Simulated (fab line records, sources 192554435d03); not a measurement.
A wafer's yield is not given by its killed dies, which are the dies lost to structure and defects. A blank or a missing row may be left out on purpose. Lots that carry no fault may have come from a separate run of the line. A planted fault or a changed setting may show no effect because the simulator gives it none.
Which of the tools did it? -- flow n5_finfet -- Sampling: 7 lots, 21 wafers, 7 of 1938 route steps

## WHAT THE GAUGES READ, wafer by wafer
N5_BEOL_M0_SAQP_CD_MEAS_25 targets a cd of 13.1 nm.
lot,measured,on,cd_nm (nm)
L989,day 6 01:26,cd_sem-03,12.98 13.16 12.89
L992,day 6 15:29,cd_sem-02,12.25 12.32 12.24
L996,day 7 13:41,cd_sem-02,12.83 12.73 12.72
L998,day 8 00:26,cd_sem-02,13.03 12.73 12.73
L100,day 8 21:18,cd_sem-02,12.52 12.14 13.09
L109,day 10 23:37,cd_sem-01,- - -
L111,day 11 14:08,cd_sem-01,13.22 13.16 13.07

## WHICH TOOL RAN EACH LOT (tool, then ch and the chambers of the sampled wafers, then the start)
lot,N5_BEOL_M0_SAQP_HM_DEP_02,N5_BEOL_M0_SAQP_HM_OPEN_112,N5_BEOL_M0_SAQP_MANDREL_ETCH_20,N5_BEOL_M0_SAQP_RECESS_114,N5_BEOL_M0_SAQP_SPACER1_ALD_98,N5_BEOL_M0_SAQP_MANDREL1_REMOVE_100
L989,"pvd_sputter-01, day 5 23:05","rie_diel-04 ch 1,3, day 6 00:04","rie_si-03 ch 0,1, day 6 00:09","vapor_etch-02 ch 1, day 6 00:23","ald_sin-04 ch 0,1,3, day 6 00:46","rie_si-01 ch 2,3, day 6 01:20"
L992,"pvd_sputter-03, day 6 12:58","rie_diel-04 ch 0,2, day 6 14:04","rie_si-03 ch 0,1,2, day 6 14:08","vapor_etch-01 ch 0,1, day 6 14:22","ald_sin-02 ch 2,3, day 6 14:45","rie_si-03 ch 1,2,3, day 6 15:23"
L996,"pvd_sputter-03, day 7 10:34","rie_diel-03 ch 0,3, day 7 11:41","rie_si-03 ch 1,2, day 7 11:46","vapor_etch-01 ch 0,1, day 7 12:07","ald_sin-03 ch 0,3, day 7 12:51","rie_si-01 ch 0,1, day 7 13:35"
L998,"pvd_sputter-01, day 7 22:04","rie_diel-05 ch 1,2,3, day 7 23:03","rie_si-01 ch 0,3, day 7 23:08","vapor_etch-02 ch 0,1, day 7 23:22","ald_sin-02 ch 2,3, day 7 23:45","rie_si-06 ch 1,3, day 8 00:19"
L100,"pvd_sputter-01, day 8 17:28","rie_diel-04 ch 2,3, day 8 19:09","rie_si-03 ch 2,3, day 8 19:14","vapor_etch-02 ch 0,1, day 8 19:28","ald_sin-04 ch 0,2,3, day 8 20:38","rie_si-01 ch 1,2, day 8 21:11"
L109,"pvd_sputter-03, day 10 21:16","rie_diel-05 ch 1,2,3, day 10 22:14","rie_si-01 ch 0,2,3, day 10 22:20","vapor_etch-01 ch 0,1, day 10 22:41","ald_sin-02 ch 1,2,3, day 10 22:56","rie_si-03 ch 0,2, day 10 23:30"
L111,"pvd_sputter-03, day 11 10:46","rie_diel-04 ch 1,2,3, day 11 11:44","rie_si-06 ch 1,3, day 11 11:49","vapor_etch-01 ch 0, day 11 12:11","ald_sin-03 ch 2,3, day 11 13:11","rie_si-03 ch 2,3, day 11 14:01"
- N5_BEOL_M0_SAQP_HM_DEP_02: deposits TiN, target thk 12 nm.
- N5_BEOL_M0_SAQP_HM_OPEN_112: chemistry CHF3/O2, target SiO2, stops on a-Si, target depth 12 nm, time 13.5 s.
- N5_BEOL_M0_SAQP_MANDREL_ETCH_20: etches a-Si in HBr/Cl2, stops on SiNx, target depth 60 nm, bt time 10 s, time 30 s.
- N5_BEOL_M0_SAQP_RECESS_114: chemistry HF/NH3, target SiO2, target depth 14.4 nm, afs cycles 3, sublimation time 60 s.
- N5_BEOL_M0_SAQP_SPACER1_ALD_98: deposits SiO2, target thk 12.8 nm, pulse time 1 s, purge time 2 s.
- N5_BEOL_M0_SAQP_MANDREL1_REMOVE_100: chemistry HBr/Cl2/O2, target a-Si, stops on SiNx, bt time 10 s.

## THE ANSWER, worked out from the rows above alone
Rule: the usual values come from the lots themselves. Put in order of their means at a reading, lots are off if they are a third of the lots or fewer, leave a main group of 4 or more, and stand apart from it by a gap of 3 or more times the standard deviation of the main group's means; of several such gaps the widest counts. A main group is skipped when, at the precision printed for the reading in the tables above, its means are all equal. A lot without any number at a reading at which 4 lots or more have one is off too. Where the step has rows for the other lots, those lots are counted as sound.
Off: L109, at N5_BEOL_M0_SAQP_CD_MEAS_25 (cd_nm). Without a number there: L109. For the main group the mean is 12.77 nm and the standard deviation 0.29.
A tool fits if, at a process step before that reading, it ran every lot that is off, and no sound lot after the first of them. The gauges at N5_BEOL_M0_SAQP_CD_MEAS_25 are tried like those tools. Can't be told from this: 3 tools fit, rie_diel-05 at N5_BEOL_M0_SAQP_HM_OPEN_112, rie_si-01 at N5_BEOL_M0_SAQP_MANDREL_ETCH_20, ald_sin-02 at N5_BEOL_M0_SAQP_SPACER1_ALD_98.

## WHAT THE SIMULATOR HAD PUT IN
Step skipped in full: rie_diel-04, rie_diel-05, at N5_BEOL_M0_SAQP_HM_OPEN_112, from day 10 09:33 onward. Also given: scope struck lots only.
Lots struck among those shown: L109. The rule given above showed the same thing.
